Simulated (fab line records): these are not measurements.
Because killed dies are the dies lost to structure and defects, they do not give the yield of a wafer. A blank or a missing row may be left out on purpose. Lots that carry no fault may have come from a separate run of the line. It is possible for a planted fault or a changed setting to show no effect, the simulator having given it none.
Which tool was responsible?	flow nand harc	13 lots, 39 wafers sampled, at 6 steps of a route of 1159

## WHAT THE GAUGES READ, wafer by wafer
NHARC_P_GATE_INSPECT_68. Usual: raw defect count reads 182 (standard deviation 59).
lot	measured	on	raw defect count	flag
L307	day 5 13:50	defect inspect-02	136 180 109	
L306	day 5 14:58	defect inspect-01	166 141 200	
L309	day 6 02:31	defect inspect-02	152 117 200	
L311	day 6 13:47	defect inspect-01	148 178 180	
L314	day 7 08:19	defect inspect-02	1388 186 1471	OFF
L313	day 7 08:36	defect inspect-02	197 133 172	
L312	day 7 09:06	defect inspect-02	157 1477 119	OFF
L315	day 7 16:34	defect inspect-01	386 166 150	
L322	day 9 14:49	defect inspect-02	254 277 222	
L324	day 10 01:39	defect inspect-02	200 181 272	
L326	day 10 09:10	defect inspect-02	136 102 172	
L328	day 10 18:41	defect inspect-01	198 246 115	
L329	day 11 06:38	defect inspect-01	298 199 160	

NHARC_END_SORT_01. Usual: killed at array 25, standard deviation 9.2; killed at other 0.9, standard deviation 1.3; killed at periphery 3.3, standard deviation 2.3; killed dies 29, standard deviation 9.6; killed open 3.2, standard deviation 1.8; killed short 2, standard deviation 1.4.
lot	measured	on	killed at array	killed at other	killed at periphery	killed dies	killed open	killed short	flag
L314	day 21 17:50	prober-01	20 24 21	1 0 0	107 7 103	128 31 124	4 6 3	2 2 1	OFF
L312	day 20 19:29	prober-01	15 22 24	0 0 0	1 108 4	16 130 28	2 2 1	0 5 1	OFF

## WHICH TOOL RAN EACH LOT (tool, then ch and the chambers of the sampled wafers, then the start)
lot	NHARC_P_GATE_STRIP_76	NHARC_P_GATE_DEGAS_109	NHARC_P_GATE_SPUTTER_79	NHARC_P_GATE_RTA_82
L307	plasma asher-02 ch 0,1, day 5 09:24	pvd sputter-02, day 5 12:20	pvd sputter-01, day 5 12:37	rtp anneal-02 ch 0, day 5 13:38
L306	plasma asher-02 ch 0,1, day 5 10:20	pvd sputter-02, day 5 13:51	pvd sputter-02, day 5 14:11	rtp anneal-01 ch 0, day 5 14:46
L309	plasma asher-01 ch 0,1, day 5 22:14	pvd sputter-02, day 6 01:20	pvd sputter-02, day 6 01:32	rtp anneal-01 ch 0, day 6 02:19
L311	plasma asher-02 ch 0,1, day 6 09:35	pvd sputter-02, day 6 12:40	pvd sputter-02, day 6 12:49	rtp anneal-01 ch 0, day 6 13:35
L314	plasma asher-02 ch 0,1, day 7 04:13	pvd sputter-02, day 7 07:13	pvd sputter-02, day 7 07:23	rtp anneal-01 ch 0, day 7 08:07
L313	plasma asher-01 ch 0,1, day 7 04:35	pvd sputter-03, day 7 07:37	pvd sputter-03, day 7 07:49	rtp anneal-02 ch 0, day 7 08:26
L312	plasma asher-02 ch 0,1, day 7 04:52	pvd sputter-02, day 7 08:08	pvd sputter-02, day 7 08:19	rtp anneal-02 ch 0, day 7 08:54
L315	plasma asher-01 ch 0,1, day 7 12:34	pvd sputter-03, day 7 15:28	pvd sputter-03, day 7 15:38	rtp anneal-01 ch 0, day 7 16:22
L322	plasma asher-02 ch 0,1, day 9 10:50	pvd sputter-03, day 9 13:53	pvd sputter-03, day 9 14:04	rtp anneal-02 ch 0, day 9 14:39
L324	plasma asher-01 ch 0,1, day 9 21:37	pvd sputter-03, day 10 00:43	pvd sputter-03, day 10 00:53	rtp anneal-01 ch 0, day 10 01:29
L326	plasma asher-02 ch 0, day 10 05:07	pvd sputter-02, day 10 08:13	pvd sputter-02, day 10 08:23	rtp anneal-01 ch 0, day 10 08:59
L328	plasma asher-01 ch 0,1, day 10 14:41	pvd sputter-03, day 10 17:43	pvd sputter-03, day 10 17:55	rtp anneal-02 ch 0, day 10 18:33
L329	plasma asher-01 ch 0,1, day 11 02:31	pvd sputter-03, day 11 05:40	pvd sputter-03, day 11 05:50	rtp anneal-02 ch 0, day 11 06:25
- NHARC_P_GATE_STRIP_76: strips in O2.
- NHARC_P_GATE_DEGAS_109: time 60 s.
- NHARC_P_GATE_SPUTTER_79: material TiN, target thk 10 nm.
- NHARC_P_GATE_RTA_82: time 30 s.

## AS READ BY THE TOOLS THEMSELVES (means over the sampled wafers that have a number; for cases with no such wafer, the mark the record gives instead)
NHARC_P_GATE_STRIP_76. Usual: drypump motor current A 5.56 A, standard deviation 0.29; heater power w 349 W, standard deviation 33.
lot	tool	drypump motor current A (A)	heater power w (W)	flag
L307	plasma asher-02	5.89	310	
L306	plasma asher-02	5.85	308	
L309	plasma asher-01	5.28	376	
L311	plasma asher-02	5.87	313	
L314	plasma asher-02	5.89	311	
L313	plasma asher-01	5.29	370	
L312	plasma asher-02	5.87	309	
L315	plasma asher-01	5.38	376	
L322	plasma asher-02	5.87	301	
L324	plasma asher-01	5.28	374	
L326	plasma asher-02	5.87	298	
L328	plasma asher-01	5.37	385	
L329	plasma asher-01	5.29	380	

NHARC_P_GATE_DEGAS_109. Usual: heater power w reads 451 W (standard deviation 41).
lot	tool	heater power w (W)	flag
L307	pvd sputter-02	462	
L306	pvd sputter-02	454	
L309	pvd sputter-02	401	
L311	pvd sputter-02	467	
L314	pvd sputter-02	430	
L313	pvd sputter-03	460	
L312	pvd sputter-02	421	
L315	pvd sputter-03	479	
L322	pvd sputter-03	473	
L324	pvd sputter-03	470	
L326	pvd sputter-02	431	
L328	pvd sputter-03	484	
L329	pvd sputter-03	479	

NHARC_P_GATE_RTA_82. Usual: lamp power pct 3.874 %, standard deviation 0.024; wafer_temp_C_max 452.5, standard deviation 0.65.
lot	tool	lamp power pct (%)	wafer_temp_C_max	flag
L307	rtp anneal-02	3.854	452.4	
L306	rtp anneal-01	3.903	451.9	
L309	rtp anneal-01	3.903	452.0	
L311	rtp anneal-01	3.903	451.7	
L314	rtp anneal-01	3.904	452.0	
L313	rtp anneal-02	3.853	452.6	
L312	rtp anneal-02	3.854	452.6	
L315	rtp anneal-01	3.899	451.6	
L322	rtp anneal-02	3.859	453.0	
L324	rtp anneal-01	3.903	451.5	
L326	rtp anneal-01	3.904	452.4	
L328	rtp anneal-02	3.855	452.3	
L329	rtp anneal-02	3.856	453.3	

## THE ANSWER, worked out from the rows above alone
Rule: a lot is off if the mean of its wafers that have a number lies more than 3 standard deviations from the usual mean. A lot without any number at a reading at which 4 lots or more have one is off too. Where the step has rows for the other lots, those lots are counted as sound. After the gauges, taken in route order, come the tools' own readings; for these a lot's mean is taken, as printed above. The first step at which some lot is off is used, and at that step the reading that is off furthest; a lot without a number counts as furthest.
Off: L314, L312 (NHARC_P_GATE_INSPECT_68, raw defect count).
If a tool, at a process step before that reading, ran all the lots that are off and no sound lot after the first of them, it fits. Not tried: the gauges at NHARC_P_GATE_INSPECT_68; whatever is off there is also off at NHARC_END_SORT_01, on other tools, and gauge error can't account for it. None of those tried fits.

## WHAT HAD BEEN PUT IN BY THE SIMULATOR
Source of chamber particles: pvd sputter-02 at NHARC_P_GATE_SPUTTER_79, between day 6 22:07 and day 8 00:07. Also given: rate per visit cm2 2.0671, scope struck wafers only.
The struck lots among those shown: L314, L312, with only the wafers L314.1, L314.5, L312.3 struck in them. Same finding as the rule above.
